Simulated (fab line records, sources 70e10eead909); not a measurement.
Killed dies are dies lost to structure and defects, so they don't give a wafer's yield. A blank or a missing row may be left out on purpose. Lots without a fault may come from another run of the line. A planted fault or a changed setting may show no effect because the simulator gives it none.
Which tool did it? | flow nand_harc | 13 lots, 39 wafers sampled, at 5 steps of a route of 1302

WHAT THE GAUGES READ, wafer by wafer
NHARC_A_CHANNEL_HOLE_D2_CD_MEAS_31. Usual: cd_nm 90.5 nm, standard deviation 1.4.
lot  | measured     | on        | cd_nm (nm)     | flag
L921 | day 13 22:16 | cd_sem-02 | 90.3 91.0 92.4 |
L920 | day 13 22:24 | cd_sem-03 | 89.7 88.2 90.2 |
L923 | day 14 15:20 | cd_sem-01 | 87.2 88.6 91.2 |
L924 | day 15 10:05 | cd_sem-02 | 88.9 89.2 91.1 |
L925 | day 15 10:58 | cd_sem-01 | 90.2 92.6 93.9 |
L931 | day 18 02:36 | cd_sem-03 | 93.0 91.2 91.9 |
L937 | day 20 03:51 | cd_sem-02 | 91.0 92.5 91.0 |
L938 | day 20 19:56 | cd_sem-03 | 91.1 92.5 91.9 |
L940 | day 21 22:53 | cd_sem-03 | 90.8 89.0 90.9 |
L941 | day 22 00:27 | cd_sem-03 | 90.4 92.7 92.1 |
L939 | day 22 03:03 | cd_sem-01 | 92.8 92.0 89.9 |
L942 | day 22 14:37 | cd_sem-01 | 89.9 89.5 90.0 |
L943 | day 23 05:59 | cd_sem-01 | 91.0 88.2 88.6 |

NHARC_END_SORT_01. Usual: killed_at_array 55, standard deviation 17; killed_at_other 1.1, standard deviation 1.6; killed_at_periphery 3.8, standard deviation 2.5; killed_dies 60, standard deviation 18; killed_open 3.3, standard deviation 1.9; killed_short 2.5, standard deviation 1.7.
lot  | measured     | on        | killed_at_array | killed_at_other | killed_at_periphery | killed_dies | killed_open | killed_short | flag
L937 | day 30 15:14 | prober-01 | 63 86 78        | 0 0 0           | 4 2 5               | 67 88 83    | 2 3 5       | 5 1 3        |

WHICH TOOL RAN EACH LOT (tool, then ch and the chambers of the sampled wafers, then the start)
lot  | NHARC_A_CHANNEL_FILL_D2_ALD_14   | NHARC_A_CHANNEL_FILL_D2_ALD_15                 | NHARC_A_CHANNEL_FILL_D2_ALD_25
L921 | ald_hk-02 ch 0,2,3, day 14 05:43 | ald_sin_batch-03 ch 0, day 15 11:20 or earlier | ald_hk-04 ch 0,1,2, day 15 11:20
L920 | ald_hk-03 ch 0,2,3, day 14 05:38 | ald_sin_batch-03 ch 0, day 15 10:07 or earlier | ald_hk-02 ch 1,3, day 15 10:07
L923 | ald_hk-04 ch 0,2, day 14 22:44   | ald_sin_batch-01 ch 0, day 16 06:30 or earlier | ald_hk-04 ch 2,3, day 16 06:30
L924 | ald_hk-03 ch 0,1, day 15 23:10   | ald_sin_batch-01 ch 0, day 17 05:17 or earlier | ald_hk-04 ch 0,3, day 17 05:17
L925 | ald_hk-03 ch 0,3, day 15 23:20   | ald_sin_batch-01 ch 0, day 17 09:27 or earlier | ald_hk-02 ch 1,3, day 17 09:27
L931 | ald_hk-04 ch 1,3, day 18 10:05   | ald_sin_batch-01 ch 0, day 19 14:29 or earlier | ald_hk-02 ch 0,1, day 19 14:29
L937 | ald_hk-04 ch 1,2,3, day 20 11:14 | ald_sin_batch-02 ch 0, day 21 17:40 or earlier | ald_hk-03 ch 0,1,3, day 21 17:40
L938 | ald_hk-04 ch 0,1, day 21 03:46   | ald_sin_batch-01 ch 0, day 22 09:57 or earlier | ald_hk-04 ch 0,2,3, day 22 09:57
L940 | ald_hk-04 ch 0,1,2, day 22 06:16 | ald_sin_batch-03 ch 0, day 23 11:05 or earlier | ald_hk-04 ch 0,1,3, day 23 11:05
L941 | ald_hk-03 ch 1,2,3, day 22 06:16 | ald_sin_batch-03 ch 0, day 23 11:05 or earlier | ald_hk-03 ch 0,1,3, day 23 11:05
L939 | ald_hk-03 ch 0,2, day 22 10:29   | ald_sin_batch-02 ch 0, day 23 16:49 or earlier | ald_hk-02 ch 0,3, day 23 16:49
L942 | ald_hk-04 ch 0,1,2, day 22 22:06 | ald_sin_batch-02 ch 0, day 24 04:21 or earlier | ald_hk-04 ch 1,2, day 24 04:21
L943 | ald_hk-03 ch 2,3, day 23 10:43   | ald_sin_batch-02 ch 0, day 24 16:20 or earlier | ald_hk-04 ch 0,1,3, day 24 16:20
- NHARC_A_CHANNEL_FILL_D2_ALD_14: deposits SiO2, target thk 2.5 nm, pulse time 10 s, ald cycles 25.
- NHARC_A_CHANNEL_FILL_D2_ALD_15: deposits SiNx, target thk 2 nm, pulse time 60 s, ald cycles 19.
- NHARC_A_CHANNEL_FILL_D2_ALD_25: deposits SiOx, target thk 60 nm, pulse time 10 s, ald cycles 600.

WHAT THE TOOLS THEMSELVES READ (means of the sampled wafers that have a number; where no wafer has one, the mark that the record gives instead)
NHARC_A_CHANNEL_FILL_D2_ALD_14. Usual: heater_power_w 478 W, standard deviation 61; precursor_pulse_height_rel 1.000, standard deviation 0.016.
lot  | tool      | heater_power_w (W) | precursor_pulse_height_rel | flag
L921 | ald_hk-02 | 462                | 1.002                      |
L920 | ald_hk-03 | 480                | 0.996                      |
L923 | ald_hk-04 | 562                | 0.998                      |
L924 | ald_hk-03 | 487                | 1.009                      |
L925 | ald_hk-03 | 454                | 0.980                      |
L931 | ald_hk-04 | 402                | 1.012                      |
L937 | ald_hk-04 | 453                | 0.974                      |
L938 | ald_hk-04 | 453                | 1.002                      |
L940 | ald_hk-04 | 507                | 1.009                      |
L941 | ald_hk-03 | 477                | 0.991                      |
L939 | ald_hk-03 | 485                | 1.008                      |
L942 | ald_hk-04 | 501                | 1.004                      |
L943 | ald_hk-03 | 494                | 0.996                      |

NHARC_A_CHANNEL_FILL_D2_ALD_15. Usual: precursor_pulse_height_rel 1.004, standard deviation 0.018.
lot  | tool             | precursor_pulse_height_rel | flag
L921 | ald_sin_batch-03 | 1.009                      |
L920 | ald_sin_batch-03 | 1.006                      |
L923 | ald_sin_batch-01 | 1.031                      |
L924 | ald_sin_batch-01 | 0.986                      |
L925 | ald_sin_batch-01 | 1.005                      |
L931 | ald_sin_batch-01 | 1.002                      |
L937 | ald_sin_batch-02 | 1.008                      |
L938 | ald_sin_batch-01 | 1.003                      |
L940 | ald_sin_batch-03 | 1.004                      |
L941 | ald_sin_batch-03 | 1.014                      |
L939 | ald_sin_batch-02 | 1.036                      |
L942 | ald_sin_batch-02 | 1.011                      |
L943 | ald_sin_batch-02 | 1.003                      |

NHARC_A_CHANNEL_FILL_D2_ALD_25. Usual: heater_power_w 471 W, standard deviation 59; precursor_pulse_height_rel 1.002, standard deviation 0.02.
lot  | tool      | heater_power_w (W) | precursor_pulse_height_rel | flag
L921 | ald_hk-04 | 508                | 0.995                      |
L920 | ald_hk-02 | 493                | 1.014                      |
L923 | ald_hk-04 | 498                | 0.990                      |
L924 | ald_hk-04 | 523                | 1.003                      |
L925 | ald_hk-02 | 461                | 1.005                      |
L931 | ald_hk-02 | 443                | 0.992                      |
L937 | ald_hk-03 | 444                | 1.000                      |
L938 | ald_hk-04 | 508                | 0.981                      |
L940 | ald_hk-04 | 461                | 0.986                      |
L941 | ald_hk-03 | 442                | 1.005                      |
L939 | ald_hk-02 | 463                | 1.007                      |
L942 | ald_hk-04 | 513                | 0.995                      |
L943 | ald_hk-04 | 458                | 0.980                      |

THE ANSWER, worked out from the rows above alone
Rule: a lot is off if the mean of its wafers that have a number lies more than 3 standard deviations from the usual mean. A lot without any number at a reading at which 4 lots or more have one is off too. The other lots that the step has rows for count as sound. The gauges are gone through in route order, then the tools' own readings, and for those a lot's mean is taken as printed above. The first step at which some lot is off is used, and at that step the reading that is off furthest; a lot without a number counts as furthest.
No lot is off at any reading shown: from this, nothing can be told.

WHAT THE SIMULATOR HAD PUT IN
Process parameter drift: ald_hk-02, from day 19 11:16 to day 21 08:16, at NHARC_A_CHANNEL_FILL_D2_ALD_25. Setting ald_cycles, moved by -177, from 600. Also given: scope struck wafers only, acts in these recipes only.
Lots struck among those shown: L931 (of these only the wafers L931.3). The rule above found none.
